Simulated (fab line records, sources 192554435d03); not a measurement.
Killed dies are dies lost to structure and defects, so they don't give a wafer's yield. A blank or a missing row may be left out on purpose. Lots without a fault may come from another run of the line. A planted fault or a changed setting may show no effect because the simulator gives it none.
fab line records | flow n5_finfet | part 1 of 2: steps 1 to 22 of 30
record lots=5 wafers=15 last_day=17
route steps=1938 shown BEOL_M8@1375 BEOL_M9@1401
lots that met no fault: from a run of the same line without faults
start_h: hours from the record's first day to the start of the lot's first wafer shown | wait_h: hours since the lot's step before | " the same as in the row above | L1.1+2: a row that stands for several wafers | - no value, or no start given | * or withheld: withheld | < > ~ a bound
route shown NAME@n: a module of which the file shows steps, and the number in the route of the first | usual: mean/standard deviation of fault-free wafers | same: alike in all rows | chamber/n: place in a boat | sites: the reading at each site | _std_site: their standard deviation | _edge_site: outer sites' mean less inner sites' | radius_mm: how far each site lies from the wafer's centre | mask NAME#n: copy n | behind: the tool/chamber that last shaped the wafer | hold: why the lot was held/for how many hours/how that ended | device: the transistor (n, p or np) that didn't switch | end of line: the same wafers' tests at the end of the route | a step without rows: its recipe alone | killed: dies lost to structure and defects at the first sort, not the wafer's yield | map: a wafer's dies, x killed, . not, _ none there
set.NAME: the setting as run; set.NAME@STEP: as run at that earlier step | model.NAME: the simulator's own value behind a step, which no gauge read
lots at some steps of the route; a table a step, a row a wafer
services: from which hour (start_h, from the record's first day; less than 0 if before it) a tool's chamber was out of use, for how many hours, and why
## steps
# step N5_BEOL_M8_STRIP_76
# recipe chemistry=C4F6/O2 resist=SiARC rf_frequency_hz=6e+07
# columns lot.wafer tool chamber start_h wait_h
L079.1+3+6 rie_diel-05 1,0,1 234.77 0.0
L083.1+2+6 rie_diel-03 2,3,1 259.51 0.0
L085.1+3+6 rie_diel-05 1,3,1 262.18 0.0
L090.1+2+5 rie_diel-03 3,0,2 297.97 0.0
L094.2+3+5 rie_diel-05 2,0,2 338.99 0.0
# step N5_BEOL_M8_STRIP_36
# recipe chemistry=N2/H2 power_w=450 temp_c=40 pressure_mtorr=20 rf_frequency_hz=6e+07 overash_fraction=0.3 bias_power_w=7 h2_frac=0.5 n2_flow_sccm=200 h2_flow_sccm=200
# usual drypump_motor_current_A=5.8/0.3 n2_flow_sccm=200.0/0.62 oes_product_au=0.78/0.083 rf_vpp_V=59.1/1.6 showerhead_plenum_p_Torr=2.56/0.082 throttle_valve_pct=23.6/0.31
# same overash_fraction=0.3
# columns lot.wafer tool chamber start_h wait_h drypump_motor_current_A n2_flow_sccm oes_product_au rf_hours_counter_h rf_vpp_V showerhead_plenum_p_Torr throttle_valve_pct
L079.1 rie_diel-05 1 234.78 0.0 5.5 200.0 0.68 205 58.7 2.63 23.8
L079.3 " 0 " " 5.7 200.2 0.85 55 59.1 2.68 23.2
L079.6 " 1 " " 5.5 199.8 0.69 - 59.6 2.63 23.8
L083.1 rie_diel-03 2 259.52 0.0 5.8 200.0 0.84 77 58.5 2.67 23.2
L083.2 " 3 " " 5.6 200.1 0.71 209 56.3 2.51 23.9
L083.6 " 1 " " 5.4 200.7 0.72 - 59.3 2.42 23.3
L085.1 rie_diel-05 1 262.19 0.0 5.5 199.7 0.67 217 61.4 2.63 23.8
L085.3 " 3 " " 5.8 199.4 0.80 86 58.5 2.45 23.5
L085.6 " 1 " " 5.5 200.2 0.69 - 56.2 2.63 23.8
L090.1 rie_diel-03 3 297.98 0.0 5.6 200.3 0.70 222 59.4 2.51 23.9
L090.2 " 0 " " 5.7 199.6 0.94 18 58.8 2.59 23.6
L090.5 " 2 " " 5.7 198.8 0.84 - 61.1 2.67 23.3
L094.2 rie_diel-05 2 339.00 0.0 5.5 200.3 0.78 109 61.8 2.55 23.6
L094.3 " 0 " " 5.7 200.0 0.80 87 58.7 2.67 23.2
L094.5 " 2 " " 5.5 200.4 0.79 - 58.4 2.55 23.6
# step N5_BEOL_M8_TRENCH_ETCH_37
# recipe chemistry=C4F6/O2 target_depth_a=934.78 target=SiCOH_lowk time_s=31.2 ion_energy_ev=250 pressure_mtorr=30 source_w=345 bias_w=185 Ar_flow_sccm=300 C4F6_flow_sccm=10 O2_flow_sccm=10
# usual drypump_motor_current_A=5.77/0.3 oes_product_au=0.78/0.084 rf_vpp_V=667/9.2 showerhead_plenum_p_Torr=2.87/0.088 throttle_valve_pct=20.91/0.23
# columns lot.wafer tool chamber start_h wait_h drypump_motor_current_A oes_product_au rf_hours_counter_h rf_vpp_V showerhead_plenum_p_Torr throttle_valve_pct
L079.1 rie_diel-05 1 - - 5.50 0.68 205 676 2.93 21.01
L079.3 " 0 " " 5.66 0.82 55 662 3.02 20.68
L079.6 " 1 " " 5.54 0.69 - 678 2.93 21.00
L083.1 rie_diel-03 2 - - 5.74 0.85 77 671 2.99 20.66
L083.2 " 3 " " 5.55 0.70 209 663 2.82 21.25
L083.6 " 1 " " 5.46 0.73 - 654 2.71 20.52
L085.1 rie_diel-05 1 - - 5.48 0.68 217 677 2.92 21.01
L085.3 " 3 " " 5.83 0.81 86 654 2.76 20.86
L085.6 " 1 " " 5.48 0.68 - 677 2.92 21.01
L090.1 rie_diel-03 3 - - 5.56 0.70 222 664 2.81 21.28
L090.2 " 0 " " 5.67 0.95 18 675 2.90 20.87
L090.5 " 2 " " 5.76 0.83 - 669 2.99 20.67
L094.2 rie_diel-05 2 - - 5.51 0.77 109 680 2.85 20.89
L094.3 " 0 " " 5.65 0.80 87 662 3.00 20.73
L094.5 " 2 " " 5.52 0.78 - 678 2.85 20.87
# step N5_BEOL_M8_ETCH_41
# recipe chemistry=CH3F/O2 target=SiCN target_depth_a=319 taper_deg=2 time_s=57.8 ion_energy_ev=120 mask_material=TiN pressure_mtorr=30 source_w=395 bias_w=75 Ar_flow_sccm=150 CH3F_flow_sccm=30 O2_flow_sccm=20
# usual drypump_motor_current_A=5.8/0.31 oes_product_au=0.78/0.083 rf_vpp_V=297.6/1.5 showerhead_plenum_p_Torr=2.02/0.064 throttle_valve_pct=16.32/0.24
# columns lot.wafer tool chamber start_h wait_h drypump_motor_current_A oes_product_au rf_hours_counter_h rf_vpp_V showerhead_plenum_p_Torr throttle_valve_pct
L079.1 rie_diel-05 1 - - 5.5 0.69 206 297.0 2.06 16.45
L079.3 " 0 " " 5.6 0.84 55 298.1 2.13 16.05
L079.6 " 1 " " 5.5 0.69 - 298.8 2.06 16.44
L083.1 rie_diel-03 2 - - 5.7 0.86 77 299.9 2.11 16.06
L083.2 " 3 " " 5.5 0.71 209 297.3 1.98 16.69
L083.6 " 1 " " 5.4 0.73 - 294.8 1.90 16.00
L085.1 rie_diel-05 1 - - 5.5 0.68 217 297.9 2.06 16.47
L085.3 " 3 " " 5.8 0.81 86 295.2 1.94 16.24
L085.6 " 1 " " 5.5 0.67 - 299.6 2.06 16.45
L090.1 rie_diel-03 3 - - 5.5 0.69 222 296.5 1.97 16.72
L090.2 " 0 " " 5.6 0.95 18 298.8 2.04 16.19
L090.5 " 2 " " 5.7 0.82 - 298.9 2.10 16.09
L094.2 rie_diel-05 2 - - 5.5 0.80 109 297.1 2.01 16.30
L094.3 " 0 " " 5.6 0.81 87 301.0 2.11 16.12
L094.5 " 2 " " 5.5 0.78 - 298.1 2.01 16.29
# step N5_BEOL_M8_STRIP_80
# recipe chemistry=N2/H2 time_s=10 power_w=450 temp_c=40 pressure_mtorr=20 rf_frequency_hz=6e+07 bias_power_w=7 n2_flow_sccm=200 h2_flow_sccm=200
# usual drypump_motor_current_A=5.8/0.31 n2_flow_sccm=200.0/0.6 oes_product_au=0.78/0.083 rf_vpp_V=59.3/0.75 showerhead_plenum_p_Torr=2.56/0.082 throttle_valve_pct=23.6/0.31
# columns lot.wafer tool chamber start_h wait_h drypump_motor_current_A n2_flow_sccm oes_product_au rf_hours_counter_h rf_vpp_V showerhead_plenum_p_Torr throttle_valve_pct
L079.1 rie_diel-05 1 - - 5.5 200.0 0.68 206 60.0 2.63 23.8
L079.3 " 0 " " 5.7 201.6 0.83 55 59.6 2.68 23.2
L079.6 " 1 " " 5.5 199.8 0.69 - 59.6 2.63 23.8
L083.1 rie_diel-03 2 - - 5.8 199.6 0.84 77 59.4 2.67 23.2
L083.2 " 3 " " 5.6 199.7 0.70 209 58.4 2.51 23.9
L083.6 " 1 " " 5.4 199.0 0.73 - 58.9 2.42 23.3
L085.1 rie_diel-05 1 - - 5.5 199.3 0.67 217 58.8 2.63 23.8
L085.3 " 3 " " 5.8 199.6 0.80 86 58.1 2.45 23.5
L085.6 " 1 " " 5.5 199.3 0.68 - 58.9 2.63 23.8
L090.1 rie_diel-03 3 - - 5.5 200.3 0.69 222 58.2 2.51 24.0
L090.2 " 0 " " 5.7 199.7 0.93 18 59.2 2.59 23.6
L090.5 " 2 " " 5.8 201.1 0.84 - 59.3 2.67 23.2
L094.2 rie_diel-05 2 - - 5.5 200.0 0.78 109 60.3 2.55 23.6
L094.3 " 0 " " 5.6 200.5 0.79 87 59.2 2.67 23.2
L094.5 " 2 " " 5.5 200.4 0.78 - 60.0 2.55 23.6
# step N5_BEOL_M8_OCD_MEAS_38
# usual trench_depth_nm=93.5/1.4
# columns lot.wafer tool chamber start_h wait_h trench_depth_nm
L079.1 ocd-01 - 234.97 - 90.8
L079.3 " - " " 93.8
L079.6 " - " " 91.4
L083.1 ocd-02 - 259.71 - 94.8
L083.2 " - " " 92.7
L083.6 " - " " 93.9
L085.1 ocd-01 - 262.38 - 91.2
L085.3 " - " " 94.0
L085.6 " - " " 91.8
L090.1 ocd-02 - 298.17 - 93.3
L090.2 " - " " 96.0
L090.5 " - " " 95.0
L094.2 ocd-02 - 339.19 - 93.4
L094.3 " - " " 94.9
L094.5 " - " " 93.9
# step N5_BEOL_M8_HM_STRIP_39
# recipe chemistry=peroxide_tin_strip material=TiN target_depth_a=250 temp_c=50 time_s=158
# columns lot.wafer tool chamber start_h wait_h
L079.1+3+6 wet_bench-01 7,5,2 235.01 0.0
L083.1+2+6 wet_bench-02 0,3,4 259.75 0.0
L085.1+3+6 wet_bench-02 6,0,7 262.42 0.0
L090.1+2+5 wet_bench-02 2,3,7 298.21 0.0
L094.2+3+5 wet_bench-05 4,1,7 339.23 0.0
# step N5_BEOL_M8_SRD_40
# recipe time_s=30 temp_c=23 rinse_liquid=diw dry=ipa_marangoni
# columns lot.wafer tool chamber start_h wait_h
L079.1+3+6 wet_bench-01 7,5,2 235.05 0.0
L083.1+2+6 wet_bench-02 0,3,4 259.79 0.0
L085.1+3+6 wet_bench-02 6,0,7 262.46 0.0
L090.1+2+5 wet_bench-02 2,3,7 298.26 0.0
L094.2+3+5 wet_bench-05 4,1,7 339.27 0.0
# step N5_BEOL_M8_PRECLEAN_42
# recipe chemistry=residue_remover time_s=60 temp_c=40
# columns lot.wafer tool chamber start_h wait_h
L079.1+3+6 wet_bench-01 7,5,2 235.07 0.0
L083.1+2+6 wet_bench-02 0,3,4 259.81 0.0
L085.1+3+6 wet_bench-02 6,0,7 262.48 0.0
L090.1+2+5 wet_bench-02 2,3,7 298.28 0.0
L094.2+3+5 wet_bench-05 4,1,7 339.29 0.0
# step N5_BEOL_M8_SRD_43
# recipe time_s=30 temp_c=23 rinse_liquid=diw dry=ipa_marangoni
# columns lot.wafer tool chamber start_h wait_h
L079.1+3+6 wet_bench-01 7,5,2 235.09 0.0
L083.1+2+6 wet_bench-02 0,3,4 259.83 0.0
L085.1+3+6 wet_bench-02 6,0,7 262.50 0.0
L090.1+2+5 wet_bench-02 2,3,7 298.29 0.0
L094.2+3+5 wet_bench-05 4,1,7 339.31 0.0
# step N5_BEOL_M8_CD_MEAS_35
# recipe target_cd_nm=40 polarity=opening
# usual cd_nm=40.1/0.48
# columns lot.wafer tool chamber start_h wait_h cd_nm
L079.1 cd_sem-02 - 235.13 0.0 40.6
L079.3 " - " " 40.2
L079.6 " - " " 40.1
L083.1 cd_sem-02 - 259.87 0.0 41.2
L083.2 " - " " 40.2
L083.6 " - " " 40.5
L085.1 cd_sem-02 - 262.54 0.0 40.2
L085.3 " - " " 39.8
L085.6 " - " " 40.1
L090.1 cd_sem-01 - 298.33 0.0 40.1
L090.2 " - " " 40.6
L090.5 " - " " 40.4
L094.2 cd_sem-03 - 339.35 0.0 40.4
L094.3 " - " " 39.5
L094.5 " - " " 40.3
# step N5_BEOL_M8_CURE_75
# recipe temp_c=370 time_s=120 ambient=DMADMS/He material=SiCOH_lowk
# usual lamp_power_pct=52.31/0.054 wafer_temp_C_max=371.6/0.51
# columns lot.wafer tool chamber start_h wait_h lamp_power_pct wafer_temp_C_max
L079.1 uv_cure-01 1 235.17 0.0 52.38 372.0
L079.3 " 1 " " 52.30 372.0
L079.6 " 1 " " 52.34 372.5
L083.1 uv_cure-01 2 259.91 0.0 52.19 371.1
L083.2 " 2 " " 52.39 371.7
L083.6 " 2 " " 52.30 371.5
L085.1 uv_cure-02 1 262.64 0.1 52.36 371.4
L085.3 " 1 " " 52.32 371.5
L085.6 " 1 " " 52.30 371.6
L090.1 uv_cure-03 2 298.38 0.0 52.35 372.1
L090.2 " 2 " " 52.32 372.6
L090.5 " 2 " " 52.21 372.2
L094.2 uv_cure-03 1 339.49 0.1 52.30 370.9
L094.3 " 1 " " 52.39 370.9
L094.5 " 1 " " 52.26 370.9
# step N5_BEOL_M8_DEGAS_44
# recipe ambient=vacuum temp_c=250 time_s=60
# usual heater_power_w=350/29
# columns lot.wafer tool chamber start_h wait_h heater_power_w
L079.1 pvd_sputter-03 - 235.89 0.7 323
L079.3 " - " " 319
L079.6 " - " " 320
L083.1 pvd_sputter-02 - 260.42 0.5 322
L083.2 " - " " 360
L083.6 " - " " 363
L085.1 pvd_sputter-03 - 263.01 0.3 327
L085.3 " - " " 324
L085.6 " - " " 380
L090.1 pvd_sputter-01 - 299.07 0.6 337
L090.2 " - " " 355
L090.5 " - " " 337
L094.2 pvd_sputter-02 - 340.05 0.5 428
L094.3 " - " " 317
L094.5 " - " " 429
# step N5_BEOL_M8_PRE_CLEAN_45
# recipe gas=H2/He time_s=30 temp_c=250
# usual heater_power_w=351/28
# columns lot.wafer tool chamber start_h wait_h heater_power_w
L079.1 pvd_sputter-03 - 235.93 0.0 332
L079.3 " - " " 326
L079.6 " - " " 319
L083.1 pvd_sputter-02 - 260.46 0.0 313
L083.2 " - " " 361
L083.6 " - " " 364
L085.1 pvd_sputter-03 - 263.05 0.0 321
L085.3 " - " " 326
L085.6 " - " " 382
L090.1 pvd_sputter-01 - 299.11 0.0 352
L090.2 " - " " 352
L090.5 " - " " 346
L094.2 pvd_sputter-02 - 340.09 0.0 429
L094.3 " - " " 314
L094.5 " - " " 436
# step N5_BEOL_M8_ALD_77
# recipe material=TaN target_thk_a=20 temp_c=275 ald_precursor_family=PDMAT ald_co_reactant=NH3 pressure_torr=3 carrier_flow_sccm=1500 pulse_time_s=2 purge_time_s=3 co_reactant_purge_time_s=2 co_reactant_pulse_time_s=3 ald_cycles=40 precursor_vessel_temp_c=75 precursor_vessel_pressure_torr=26.25 precursor_vessel_carrier_sccm=1000
# usual chamber_pressure_Torr=3.001/0.0073 heater_power_w=418/25
# same co_reactant_pulse_time_s=3
# columns lot.wafer tool chamber start_h wait_h chamber_pressure_Torr heater_power_w since_wet_clean_h
L079.1 ald_metal-03 2 236.00 0.1 2.997 382 6053
L079.3 " 0 " " 2.992 441 6053
L079.6 " 0 " " 2.999 436 -
L083.1 ald_metal-04 3 260.52 0.0 2.990 476 4539
L083.2 " 0 " " 3.000 392 4539
L083.6 " 2 " " 3.014 422 -
L085.1 ald_metal-03 0 263.13 0.1 2.997 430 6080
L085.3 " 2 " " 3.002 384 6080
L085.6 " 2 " " 2.999 383 -
L090.1 ald_metal-01 0 299.17 0.0 3.004 441 3039
L090.2 " 2 " " 2.995 413 3039
L090.5 " 3 " " 3.001 410 -
L094.2 ald_metal-04 1 340.18 0.1 3.007 411 4618
L094.3 " 3 " " 3.008 486 4618
L094.5 " 1 " " 3.001 422 -
# step N5_BEOL_M8_SURFACE_TREAT_79
# recipe gas=Ar time_s=* ion_energy_ev=* ion_current_ma_cm2=0.5 pressure_mtorr=* ar_flow_sccm=30
# usual throttle_valve_pct=*
# columns lot.wafer tool chamber start_h wait_h throttle_valve_pct
L079.1 pvd_sputter-03 - 236.75 0.6 *
L079.3 " - " " *
L079.6 " - " " *
L083.1 pvd_sputter-01 - 260.80 0.2 *
L083.2 " - " " *
L083.6 " - " " *
L085.1 pvd_sputter-03 - 263.45 0.2 *
L085.3 " - " " *
L085.6 " - " " *
L090.1 pvd_sputter-02 - 299.54 0.2 *
L090.2 " - " " *
L090.5 " - " " *
L094.2 pvd_sputter-02 - 340.61 0.3 *
L094.3 " - " " *
L094.5 " - " " *
# step N5_BEOL_M8_CVD_78
# recipe material=Co target_thk_a=20 temp_c=withheld precursor=CCTBA/H2 pressure_torr=30 time_s=142.3
# usual chamber_pressure_Torr=30.00/0.06
# columns lot.wafer tool chamber start_h wait_h chamber_pressure_Torr since_wet_clean_h
L079.1 cvd_co-01 1 237.04 0.3 30.02 100
L079.3 " 0 " " 29.98 997
L079.6 " 2 " " 29.93 -
L083.1 cvd_co-01 1 261.09 0.3 30.05 124
L083.2 " 2 " " 29.97 562
L083.6 " 2 " " 30.04 -
L085.1 cvd_co-01 1 263.78 0.3 29.98 127
L085.3 " 2 " " 30.01 564
L085.6 " 0 " " 29.90 -
L090.1 cvd_co-02 0 299.63 0.1 30.13 841
L090.2 " 2 " " 30.05 382
L090.5 " 0 " " 30.04 -
L094.2 cvd_co-01 2 340.72 0.1 30.11 641
L094.3 " 0 " " 30.09 1101
L094.5 " 0 " " 29.97 -
# step N5_BEOL_M8_SPUTTER_48
# recipe material=Cu target_thk_a=100 temp_c=-20 bias_v=60 power_w=26000 chamber_pressure_pa=0.13 time_s=1.667
# usual throttle_valve_pct=30.0/0.91
# columns lot.wafer tool chamber start_h wait_h throttle_valve_pct
L079.1 pvd_sputter-02 - 237.16 0.1 29.1
L079.3 " - " " 29.9
L079.6 " - " " 29.9
L083.1 pvd_sputter-03 - 261.33 0.2 31.9
L083.2 " - " " 29.8
L083.6 " - " " 29.6
L085.1 pvd_sputter-01 - 263.98 0.2 29.9
L085.3 " - " " 29.8
L085.6 " - " " 30.0
L090.1 pvd_sputter-02 - 299.78 0.1 29.0
L090.2 " - " " 29.1
L090.5 " - " " 30.0
L094.2 pvd_sputter-02 - 340.85 0.1 29.0
L094.3 " - " " 29.1
L094.5 " - " " 28.9
# step N5_BEOL_M8_ECD_50
# recipe material=Cu target_thk_a=3000
# columns lot.wafer tool chamber start_h wait_h
L079.1+3+6 ecd_cu-02 0,1,0 237.27 0.1
L083.1+2+6 ecd_cu-01 1,0,1 261.44 0.1
L085.1+3+6 ecd_cu-01 0,1,0 264.10 0.1
L090.1+2+5 ecd_cu-02 1,0,0 299.90 0.1
L094.2+3+5 ecd_cu-02 0,1,1 340.96 0.1
# step N5_BEOL_M8_ANNEAL_51
# recipe temp_c=225 time_s=90 ambient=N2
# usual wafer_temp_C_max=226.1/0.39
# columns lot.wafer tool chamber start_h wait_h wafer_temp_C_max
L079.1 rtp_anneal-02 0 237.37 0.1 226.2
L079.3 " 0 " " 226.4
L079.6 " 0 " " 226.4
L083.1 rtp_anneal-01 0 261.66 0.2 225.4
L083.2 " 0 " " 225.7
L083.6 " 0 " " 225.5
L085.1 rtp_anneal-01 0 264.19 0.1 225.7
L085.3 " 0 " " 225.7
L085.6 " 0 " " 226.0
L090.1 rtp_anneal-01 0 300.12 0.2 225.8
L090.2 " 0 " " 225.9
L090.5 " 0 " " 226.0
L094.2 rtp_anneal-02 0 341.93 0.9 226.4
L094.3 " 0 " " 226.3
L094.5 " 0 " " 226.2
# step N5_BEOL_M8_CMP_52
# recipe stop_on=SiCOH_lowk t_overpolish_s=6.9 down_force_psi=1 platen_rpm=50 clearing_platen_down_force_psi=1.5 clearing_platen_rpm=50 post_cmp_clean=cu_alkaline target_thk_nm=80 clearing_platen_pad_velocity_m_s=0.99484 pad_velocity_m_s=0.99484
# usual barrier_field_endpoint_s=28.8/0.59 motor_current_A=6.0/0.6 overpolish_run_s=6.900/0.0093 time_to_endpoint_s=61.8/2.6
# columns lot.wafer tool chamber start_h wait_h barrier_field_endpoint_s motor_current_A overpolish_run_s time_to_endpoint_s
L079.1 cmp-02 3 237.66 0.3 28.3 5.8 6.908 62.1
L079.3 " 2 " " 28.0 6.1 6.909 59.6
L079.6 " 0 " " 29.4 4.9 6.910 62.7
L083.1 cmp-01 3 261.99 0.3 28.3 6.1 6.901 63.8
L083.2 " 0 " " 28.6 5.9 6.900 62.6
L083.6 " 2 " " 29.3 5.7 6.891 62.6
L085.3 cmp-01 2 264.60 0.3 29.5 5.4 6.910 64.4
L085.1 " 3 " " 29.1 5.8 6.910 65.5
L085.6 " 3 " " 29.0 5.8 6.909 64.3
L090.1 cmp-01 0 300.46 0.3 28.0 5.7 6.906 60.2
L090.2 " 1 " " 28.1 5.7 6.904 60.9
L090.5 " 0 " " 29.0 5.6 6.894 61.0
L094.3 cmp-01 2 342.18 0.2 27.3 5.9 6.905 59.0
L094.2 " 3 " " 28.6 5.6 6.903 59.8
L094.5 " 2 " " 28.0 5.6 6.908 61.7
# step N5_BEOL_M8_THK_MEAS_53
# recipe thk_meas_gauge=xrf reads=Cu_of_BEOL_M8_ECD_50
# usual M8_THK=80.0/1.7
# columns lot.wafer tool chamber start_h wait_h M8_THK[nm]
L079.1 film_metro-01 - 237.96 - 79.1
L079.3 " - " " 81.5
L079.6 " - " " 80.3
L083.1 film_metro-02 - 262.25 - 82.7
L083.2 " - " " 78.8
L083.6 " - " " 80.8
L085.1 film_metro-01 - 264.90 - 78.7
L085.3 " - " " 80.6
L085.6 " - " " 77.3
L090.1 film_metro-01 - 300.72 - 79.1
L090.2 " - " " 81.8
L090.5 " - " " 82.2
L094.2 film_metro-01 - 342.48 - 80.3
L094.3 " - " " 82.0
L094.5 " - " " 79.8
